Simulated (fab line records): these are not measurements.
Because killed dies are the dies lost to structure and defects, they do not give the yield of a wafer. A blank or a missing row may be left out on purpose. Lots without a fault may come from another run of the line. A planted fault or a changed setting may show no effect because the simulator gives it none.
fab line records :: flow n5-finfet
record:
  lots: 4
  wafers: 12
  last-day: 17
route steps=1938 shown BEOL_M5@1182 BEOL_M6@1194 PASSIVATION@1936
lots with no fault: from the same line, run without faults
start-h: the number of hours between the record's first day and the start of the first shown wafer of the lot :: wait-h: hours since the lot's step before :: " unchanged from the row above :: L1.1+2: one row covering several wafers at once :: - either no value or no given start :: * or withheld: withheld :: < > ~ a bound
route shown NAME@n: a module of which the file shows steps, and the number in the route of the first :: usual: the fault-free wafers' mean and standard deviation :: same: alike in all rows :: chamber/n: place in a boat :: sites: per-site readings :: _std_site: standard deviation across them :: _edge_site: inner sites' mean taken away from outer sites' mean :: radius-mm: for every site, how far away it sits from the centre of the wafer :: mask NAME#n: copy n :: behind: the most recent tool/chamber to have shaped the wafer :: hold: why the lot was held/for how many hours/how that ended :: device: whichever transistor did not switch (one of n, p or np) :: end of line: the same wafers' tests at the end of the route :: for a step that has no rows: nothing shown but its recipe :: killed: at the first sort, the dies lost to defects and structure; wafer yield is something else :: map: a wafer's dies, marking killed ones x, the rest . and places with no die _
set.NAME: the run value of the setting; set.NAME@STEP: its run value at that earlier step :: model.NAME: the simulator's own value behind a step, which no gauge read
lots at selected steps of the route; one table per step, one row per wafer
services: the hour from which a tool's chamber was out of use, counted from the record's first day as start-h (under 0 if before that day), plus the number of hours and why
== steps ==
step: N5_BEOL_M5_ANNEAL_89
recipe:
  temp-c: 400
  time-s: 1800
  ambient: vacuum
step: N5_BEOL_M5_SPUTTER_90
recipe:
  material: Cu
  target-thk-a: 45
  temp-c: -20
  chamber-pressure-pa: 0.07
  power-w: withheld
  time-s: 8.29
step: N5_BEOL_M5_ECD_50
recipe:
  material: Cu
  target-thk-a: 3000
step: N5_BEOL_M5_ANNEAL_51
recipe:
  temp-c: 225
  time-s: 90
  ambient: N2
step: N5_BEOL_M5_CMP_52
recipe:
  stop-on: SiCOH_lowk
  t-overpolish-s: 6.9
  down-force-psi: 1
  platen-rpm: 50
  clearing-platen-down-force-psi: 1.5
  clearing-platen-rpm: 50
  post-cmp-clean: cu-alkaline
  target-thk-nm: 62
  clearing-platen-pad-velocity-m-s: 0.99484
  pad-velocity-m-s: 0.99484
step: N5_BEOL_M5_PRE_CLEAN_77
recipe:
  gas: NH3/H2
  time-s: 15
  temp-c: *
  rf-power-w: 300
step: N5_BEOL_M5_CO_CAP_78
recipe:
  material: Co
  target-thk-a: 20
  temp-c: 200
  precursor: CCTBA/H2
  pressure-torr: 30
  time-s: 102.1
step: N5_BEOL_M5_PRE_CLEAN_55
recipe:
  gas: NH3
  time-s: 15
  temp-c: withheld
  rf-power-w: 300
step: N5_BEOL_M5_DEP_56
recipe:
  material: SiCN
  target-thk-a: 80
  temp-c: withheld
  precursor: 3MS/NH3
  pressure-torr: 3
  rf-w: 202
  time-s: 14
step: N5_BEOL_M6_ILD_DEP_00
recipe:
  material: SiCOH_lowk
  target-thk-a: 1797.5
  temp-c: 300
  precursor: DEMS/porogen
  pressure-torr: 5
  rf-w: 500
  time-s: 33.4
usual:
  heater-power-w: 302/64
  showerhead-plenum-p-Torr: 5.738/0.012
  susceptor-temp-C: 299.98/0.19
  throttle-valve-pct: 13.7/0.74
lot.wafer: L922.4
tool: pecvd-03
chamber: 2
start-h: 256.61
wait-h: 0.1
heater-power-w: 267
showerhead-plenum-p-Torr: 5.745
susceptor-temp-C: 299.86
throttle-valve-pct: 12.4
model.SiCOH_lowk_of_BEOL_M6_ILD_DEP_00.thk-nm: 182.6

lot.wafer: L922.5
tool: pecvd-03
chamber: 0
start-h: 256.61
wait-h: 0.1
heater-power-w: 318
showerhead-plenum-p-Torr: 5.747
susceptor-temp-C: 299.75
throttle-valve-pct: 14.0
model.SiCOH_lowk_of_BEOL_M6_ILD_DEP_00.thk-nm: 183.2

lot.wafer: L922.6
tool: pecvd-03
chamber: 1
start-h: 256.61
wait-h: 0.1
heater-power-w: 273
showerhead-plenum-p-Torr: 5.721
susceptor-temp-C: 300.03
throttle-valve-pct: 14.8
model.SiCOH_lowk_of_BEOL_M6_ILD_DEP_00.thk-nm: 184.4

lot.wafer: L924.2
tool: pecvd-03
chamber: 1
start-h: 261.93
wait-h: 0.0
heater-power-w: 267
showerhead-plenum-p-Torr: 5.721
susceptor-temp-C: 295.86
throttle-valve-pct: 15.0
model.SiCOH_lowk_of_BEOL_M6_ILD_DEP_00.thk-nm: 187.6

lot.wafer: L924.4
tool: pecvd-03
chamber: 1
start-h: 261.93
wait-h: 0.0
heater-power-w: 205
showerhead-plenum-p-Torr: 5.737
susceptor-temp-C: 295.79
throttle-valve-pct: 15.0
model.SiCOH_lowk_of_BEOL_M6_ILD_DEP_00.thk-nm: 188.6

lot.wafer: L924.6
tool: pecvd-03
chamber: 0
start-h: 261.93
wait-h: 0.0
heater-power-w: 304
showerhead-plenum-p-Torr: 5.730
susceptor-temp-C: 295.56
throttle-valve-pct: 13.8
model.SiCOH_lowk_of_BEOL_M6_ILD_DEP_00.thk-nm: 190.8

lot.wafer: L927.2
tool: pecvd-03
chamber: 2
start-h: 279.22
wait-h: 0.0
heater-power-w: 244
showerhead-plenum-p-Torr: 5.735
susceptor-temp-C: 295.90
throttle-valve-pct: 12.2
model.SiCOH_lowk_of_BEOL_M6_ILD_DEP_00.thk-nm: 185.4

lot.wafer: L927.3
tool: pecvd-03
chamber: 0
start-h: 279.22
wait-h: 0.0
heater-power-w: 299
showerhead-plenum-p-Torr: 5.743
susceptor-temp-C: 296.00
throttle-valve-pct: 13.7
model.SiCOH_lowk_of_BEOL_M6_ILD_DEP_00.thk-nm: 184.4

lot.wafer: L927.5
tool: pecvd-03
chamber: 0
start-h: 279.22
wait-h: 0.0
heater-power-w: 301
showerhead-plenum-p-Torr: 5.759
susceptor-temp-C: 295.66
throttle-valve-pct: 13.6
model.SiCOH_lowk_of_BEOL_M6_ILD_DEP_00.thk-nm: 187.4

lot.wafer: L933.3
tool: pecvd-04
chamber: 1
start-h: 326.10
wait-h: 0.0
heater-power-w: 253
showerhead-plenum-p-Torr: 5.720
susceptor-temp-C: 299.96
throttle-valve-pct: 13.6
model.SiCOH_lowk_of_BEOL_M6_ILD_DEP_00.thk-nm: 177.2

lot.wafer: L933.4
tool: pecvd-04
chamber: 2
start-h: 326.10
wait-h: 0.0
heater-power-w: 353
showerhead-plenum-p-Torr: 5.724
susceptor-temp-C: 299.86
throttle-valve-pct: 13.8
model.SiCOH_lowk_of_BEOL_M6_ILD_DEP_00.thk-nm: 184.2

lot.wafer: L933.6
tool: pecvd-04
chamber: 0
start-h: 326.10
wait-h: 0.0
heater-power-w: 279
showerhead-plenum-p-Torr: 5.746
susceptor-temp-C: 300.15
throttle-valve-pct: 13.4
model.SiCOH_lowk_of_BEOL_M6_ILD_DEP_00.thk-nm: 183.8
step: N5_BEOL_M6_CURE_74
recipe:
  temp-c: 385
  time-s: 240
  ambient: He/Ar
  material: SiCOH_lowk
step: N5_BEOL_M6_PECVD_70
recipe:
  material: SiO2
  target-thk-a: 200
  temp-c: 400
  precursor: TEOS/O2
  pressure-torr: 5.5
  rf-w: 450
  teos-flow-sccm: 53.8
  gas: O2
  flow-sccm: 3000
  time-s: 22.7
step: N5_BEOL_M6_HM_DEP_02
recipe:
  material: TiN
  target-thk-a: 200
  temp-c: 25
  chamber-pressure-pa: 0.49996
step: N5_BEOL_M6_COAT_59
recipe:
  resist: SOC
  temp-c: 250
  time-s: 60
  spin-rpm: 1500
  resist-thk-nm: 100
step: N5_BEOL_M6_COAT_60
recipe:
  resist: SiARC
  temp-c: 220
  time-s: 60
  spin-rpm: 1500
  resist-thk-nm: 35
step: N5_BEOL_M6_COAT_05
recipe:
  resist: CAR-ArF
  spin-rpm: 1500
  resist-thk-nm: 90
step: N5_BEOL_M6_EBR_07
recipe:
  solvent: PGMEA
  ebr-width-mm: 1.5
step: N5_BEOL_M6_SOFTBAKE_06
recipe:
  temp-c: 110
  time-s: 60
  resist: CAR-ArF
step: N5_BEOL_M6_EXPOSE_08
recipe:
  mask-id: M6
  na: 1.35
  source-shape: dipole
  sigma-inner: 0.817
  sigma-outer: 0.97
  polarization: te
  dose-mj: 68.25
step: N5_BEOL_M6_PEB_09
recipe:
  peb-temp-c: withheld
  peb-time-s: 60
  resist: CAR-ArF
step: N5_BEOL_M6_DEVELOP_10
recipe:
  develop-time-s: 30
  developer: TMAH
  resist: CAR-ArF
  rinse-liquid: diw
  dry: air-spin
  dev-temp-c: 23
step: N5_BEOL_M6_DESCUM_16
recipe:
  chemistry: O2
  time-s: 7.9
  source-power-w: 50
  bias-power-w: 20
  pressure-mtorr: 20
  rf-frequency-hz: 2.712e+07
  temp-c: 40
  resist: CAR-ArF
  o2-flow-sccm: 225
step: N5_BEOL_M6_ETCH_61
recipe:
  chemistry: CF4
  target: SiARC
  target-depth-a: 455
  mask-material: CAR-ArF
  time-s: 75.8
  ion-energy-ev: 80
  pressure-mtorr: 40
  source-w: 545
  bias-w: 36
  Ar_flow_sccm: 100
  cf4-flow-sccm: 100
  ends: cleared
step: N5_BEOL_M6_ETCH_62
recipe:
  chemistry: N2/H2
  target: SOC
  target-depth-a: 1100
  overetch-a: 220
  mask-material: SiARC
  temp-c: 40
  time-s: 165
  ion-energy-ev: 200
  pressure-mtorr: 30
  source-w: 840
  bias-w: 150
  n2-flow-sccm: 200
  h2-flow-sccm: 200
step: N5_BEOL_M6_STRIP_68
recipe:
  chemistry: N2/H2
  temp-c: 40
  n2-flow-sccm: 200
  h2-flow-sccm: 200
  rf-frequency-hz: 6e+07
step: N5_BEOL_M6_STRIP_67
recipe:
  chemistry: CF4
  resist: SiARC
  power-w: 300
  bias-power-w: 75
  pressure-mtorr: 50
  cf4-flow-sccm: 150
  rf-frequency-hz: 6e+07
step: N5_BEOL_M6_HM_OPEN_17
recipe:
  chemistry: Cl2/BCl3
  target-depth-a: 200
  overetch-a: 60
  target: TiN
  mask-material: SOC
  ion-energy-ev: 150
  pressure-mtorr: 10
  icp-w: 1000
  bias-w: 126
  Cl2_flow_sccm: 53.25
  bcl3-flow-sccm: 21.75
  Ar_flow_sccm: 25
step: N5_BEOL_M6_STRIP_19
recipe:
  chemistry: O2
  power-w: 400
  temp-c: 40
  pressure-mtorr: 30
  rf-frequency-hz: 6e+07
  bias-power-w: 0
  overash-fraction: 0.2
  o2-flow-sccm: 225
step: N5_BEOL_M6_COAT_63
recipe:
  resist: SOC
  temp-c: 250
  time-s: 60
  spin-rpm: 1500
  resist-thk-nm: 60
step: N5_BEOL_M6_COAT_64
recipe:
  resist: SiARC
  temp-c: 220
  time-s: 60
  spin-rpm: 1500
  resist-thk-nm: 12
step: N5_BEOL_M6_COAT_71
recipe:
  resist: underlayer
  temp-c: 205
  time-s: 60
  spin-rpm: 1500
  resist-thk-nm: 5
step: N5_BEOL_M6_COAT_22
recipe:
  resist: CAR-EUV
  spin-rpm: 1500
  resist-thk-nm: 30
step: N5_BEOL_M6_EBR_24
recipe:
  solvent: PGMEA
  ebr-width-mm: 1.5
step: N5_BEOL_M6_SOFTBAKE_23
recipe:
  temp-c: 110
  time-s: 60
  resist: CAR-EUV
step: N5_BEOL_M6_CMP_52
recipe:
  stop-on: SiCOH_lowk
  t-overpolish-s: 6.9
  down-force-psi: 1
  platen-rpm: 50
  clearing-platen-down-force-psi: 1.5
  clearing-platen-rpm: 50
  post-cmp-clean: cu-alkaline
  target-thk-nm: 80
  clearing-platen-pad-velocity-m-s: 0.99484
  pad-velocity-m-s: 0.99484
usual:
  barrier-field-endpoint-s: 28.5/0.82
  motor-current-A: 6.1/0.64
  overpolish-run-s: 6.900/0.009
  time-to-endpoint-s: 61/3.4
lot.wafer: L922.4
tool: cmp-01
chamber: 3
start-h: 265.58
wait-h: 0.3
barrier-field-endpoint-s: 29.0
motor-current-A: 5.5
overpolish-run-s: 6.891
time-to-endpoint-s: 59
model.SiCOH_lowk_of_BEOL_M6_ILD_DEP_00.thk-nm: 154.6

lot.wafer: L922.5
tool: cmp-01
chamber: 0
start-h: 265.58
wait-h: 0.3
barrier-field-endpoint-s: 28.8
motor-current-A: 6.4
overpolish-run-s: 6.891
time-to-endpoint-s: 61
model.SiCOH_lowk_of_BEOL_M6_ILD_DEP_00.thk-nm: 155

lot.wafer: L922.6
tool: cmp-01
chamber: 1
start-h: 265.58
wait-h: 0.3
barrier-field-endpoint-s: 29.2
motor-current-A: 5.4
overpolish-run-s: 6.901
time-to-endpoint-s: 62
model.SiCOH_lowk_of_BEOL_M6_ILD_DEP_00.thk-nm: 156

lot.wafer: L924.2
tool: cmp-02
chamber: 0
start-h: 270.49
wait-h: 0.5
barrier-field-endpoint-s: 27.8
motor-current-A: 7.0
overpolish-run-s: 6.917
time-to-endpoint-s: 60
model.SiCOH_lowk_of_BEOL_M6_ILD_DEP_00.thk-nm: 158.8

lot.wafer: L924.4
tool: cmp-02
chamber: 1
start-h: 270.49
wait-h: 0.5
barrier-field-endpoint-s: 27.7
motor-current-A: 6.3
overpolish-run-s: 6.901
time-to-endpoint-s: 56
model.SiCOH_lowk_of_BEOL_M6_ILD_DEP_00.thk-nm: 159.8

lot.wafer: L924.6
tool: cmp-02
chamber: 2
start-h: 270.49
wait-h: 0.5
barrier-field-endpoint-s: 30.0
motor-current-A: 5.9
overpolish-run-s: 6.910
time-to-endpoint-s: 71
model.SiCOH_lowk_of_BEOL_M6_ILD_DEP_00.thk-nm: 161.6

lot.wafer: L927.3
tool: cmp-02
chamber: 2
start-h: 289.35
wait-h: 0.2
barrier-field-endpoint-s: 30.8
motor-current-A: 5.5
overpolish-run-s: 6.896
time-to-endpoint-s: 71
model.SiCOH_lowk_of_BEOL_M6_ILD_DEP_00.thk-nm: 156

lot.wafer: L927.2
tool: cmp-02
chamber: 3
start-h: 289.35
wait-h: 0.2
barrier-field-endpoint-s: 28.9
motor-current-A: 5.6
overpolish-run-s: 6.897
time-to-endpoint-s: 62
model.SiCOH_lowk_of_BEOL_M6_ILD_DEP_00.thk-nm: 157

lot.wafer: L927.5
tool: cmp-02
chamber: 2
start-h: 289.35
wait-h: 0.2
barrier-field-endpoint-s: 30.8
motor-current-A: 5.6
overpolish-run-s: 6.895
time-to-endpoint-s: 70
model.SiCOH_lowk_of_BEOL_M6_ILD_DEP_00.thk-nm: 158.6

lot.wafer: L933.4
tool: cmp-03
chamber: 3
start-h: 336.78
wait-h: 0.1
barrier-field-endpoint-s: 29.3
motor-current-A: 5.8
overpolish-run-s: 6.894
time-to-endpoint-s: 63
model.SiCOH_lowk_of_BEOL_M6_ILD_DEP_00.thk-nm: 156

lot.wafer: L933.3
tool: cmp-03
chamber: 0
start-h: 336.78
wait-h: 0.1
barrier-field-endpoint-s: 28.8
motor-current-A: 5.5
overpolish-run-s: 6.897
time-to-endpoint-s: 62
model.SiCOH_lowk_of_BEOL_M6_ILD_DEP_00.thk-nm: 149.8

lot.wafer: L933.6
tool: cmp-03
chamber: 3
start-h: 336.78
wait-h: 0.1
barrier-field-endpoint-s: 29.4
motor-current-A: 6.0
overpolish-run-s: 6.897
time-to-endpoint-s: 62
model.SiCOH_lowk_of_BEOL_M6_ILD_DEP_00.thk-nm: 155.6
step: N5_PASSIVATION_PROBE_49
usual:
  defect-limited-yield: 91.3/1.4
  killed_at_M0_to_M3: 33/9.9
  killed_at_M4_up: 15/5.6
  killed-at-contacts: 13/5.7
  killed-at-front-end: 38/12
  killed-at-other: 4/3.1
  killed-dies: 103/17
  killed-open: 66/13
  killed-short: 32/7.8
  sort_bin_5_function: 5.1/0.95
  sort_bin_6_memory: 3.2/0.68
  sort-n-pass: 1077/17
  sort-yield-pct: 91.3/1.5
same:
  gross-dies: 1180
  killed-at-back-side: 0
  sort_bin_4_leakage[%]: 0
  sort_bin_8_speed[%]: 0
lot.wafer: L927.2
tool: prober-01
chamber: -
start-h: 371.60
wait-h: 0.1
defect-limited-yield[%]: 90.8
killed_at_M0_to_M3: 42
killed_at_M4_up: 11
killed-at-contacts: 19
killed-at-front-end: 37
killed-at-other: 0
killed-dies: 109
killed-open: 73
killed-short: 31
sort_bin_5_function[%]: 5.4
sort_bin_6_memory[%]: 3.6
sort-n-pass: 1071
sort-yield-pct[%]: 90.8

lot.wafer: L927.3
tool: prober-01
chamber: -
start-h: 371.65
wait-h: 0.1
defect-limited-yield[%]: 93.1
killed_at_M0_to_M3: 27
killed_at_M4_up: 12
killed-at-contacts: 7
killed-at-front-end: 31
killed-at-other: 4
killed-dies: 81
killed-open: 53
killed-short: 27
sort_bin_5_function[%]: 3.8
sort_bin_6_memory[%]: 2.8
sort-n-pass: 1099
sort-yield-pct[%]: 93.1

lot.wafer: L927.5
tool: prober-01
chamber: -
start-h: 371.75
wait-h: 0.2
defect-limited-yield[%]: 92.3
killed_at_M0_to_M3: 22
killed_at_M4_up: 13
killed-at-contacts: 17
killed-at-front-end: 35
killed-at-other: 4
killed-dies: 91
killed-open: 62
killed-short: 29
sort_bin_5_function[%]: 4.4
sort_bin_6_memory[%]: 3.1
sort-n-pass: 1089
sort-yield-pct[%]: 92.3
killed by level:class
L927.2 FIN_SAQP:geometric-particle:open=12 BEOL_M3:geometric-particle:open=11 MOL_CONTACT_COAG:geometric-particle:short=10 BEOL_M0_SAQP:geometric-particle:open=9 MOL_CONTACT_COAG:geometric-particle:open=8 STI_FIN_REVEAL:geometric-particle:open=8 BEOL_M0_SAQP:geometric-particle:short=7 BEOL_M4:geometric-particle:open=4
L927.3 FIN_SAQP:geometric-particle:open=7 MOL_CONTACT_COAG:geometric-particle:open=7 BEOL_M0_SAQP:geometric-particle:open=7 BEOL_M1:geometric-particle:open=5 DUMMY_GATE:geometric-particle:open=4 GATE_CUT:geometric-particle:short=4 BEOL_M0_SAQP:geometric-particle:short=4 GATE_CUT:geometric-particle:open=3
L927.5 MOL_CONTACT_COAG:geometric-particle:open=12 FIN_SAQP:geometric-particle:open=7 STI_FIN_REVEAL:geometric-particle:open=6 MOL_CONTACT_COAG:geometric-particle:short=5 BEOL_M1:geometric-particle:open=5 BEOL_M3:geometric-particle:open=5 BEOL_M4:geometric-particle:open=5 STI_FIN_REVEAL:geometric-particle:short=3
== services ==
tool: cmp-01
chamber: -
start-h: 235.05
hours: -
kind: consumable-replace:conditioner

tool: cmp-01
chamber: -
start-h: 235.05
hours: -
kind: consumable-replace:pad

tool: cmp-02
chamber: -
start-h: 236.62
hours: 6.2
kind: pm

tool: cmp-01
chamber: -
start-h: 248.78
hours: 5.1
kind: pm

tool: cmp-02
chamber: -
start-h: 250.96
hours: 0.5
kind: repair

tool: cmp-01
chamber: -
start-h: 253.92
hours: 8.5
kind: pm

tool: cmp-02
chamber: -
start-h: 257.76
hours: 4.0
kind: pm

tool: cmp-02
chamber: -
start-h: 261.76
hours: -
kind: consumable-replace:conditioner

tool: cmp-02
chamber: -
start-h: 261.76
hours: -
kind: consumable-replace:pad

tool: pecvd-04
chamber: 0
start-h: 262.33
hours: 5.5
kind: scheduled-down

tool: pecvd-04
chamber: -
start-h: 270.79
hours: 3.2
kind: repair

tool: pecvd-03
chamber: 1
start-h: 281.86
hours: 19.3
kind: repair

tool: pecvd-04
chamber: 0
start-h: 286.04
hours: 5.0
kind: scheduled-down

tool: cmp-03
chamber: -
start-h: 296.81
hours: 5.0
kind: repair

tool: cmp-03
chamber: -
start-h: 304.61
hours: 1.0
kind: repair

tool: cmp-01
chamber: -
start-h: 308.38
hours: 0.3
kind: repair

tool: cmp-01
chamber: -
start-h: 313.28
hours: 1.9
kind: repair

tool: cmp-02
chamber: -
start-h: 324.79
hours: 3.9
kind: repair

tool: cmp-02
chamber: -
start-h: 334.69
hours: 4.5
kind: repair
== key ==
first-sign:
  step: N5_BEOL_M6_ILD_DEP_00
  reading: susceptor-temp-C
  direction: down
  sigmas: 22
  usual: *
  struck: *
effect none on later readings
model-effect:
  step: N5_BEOL_M6_ILD_DEP_00
  value: SiCOH_lowk_of_BEOL_M6_ILD_DEP_00.thk-nm
  without: 182.8
  struck: 187.4
model-effect:
  step: N5_BEOL_M6_CMP_52
  value: SiCOH_lowk_of_BEOL_M6_ILD_DEP_00.thk-nm
  without: 154.7
  struck: 158.6
met-at N5_BEOL_M6_ILD_DEP_00
struck-wafers L924.2,L924.4,L924.6,L927.2,L927.3,L927.5
onset-between 256.61 261.93
fault:
  kind: process-parameter-drift
  tool: pecvd-03
  chamber: -
  onset-h: 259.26
  steps: N5_BEOL_M6_ILD_DEP_00
  channel: temp-c
  offset: *
  shape: step
  end-h: 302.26
  acts-in: *
  stated: *
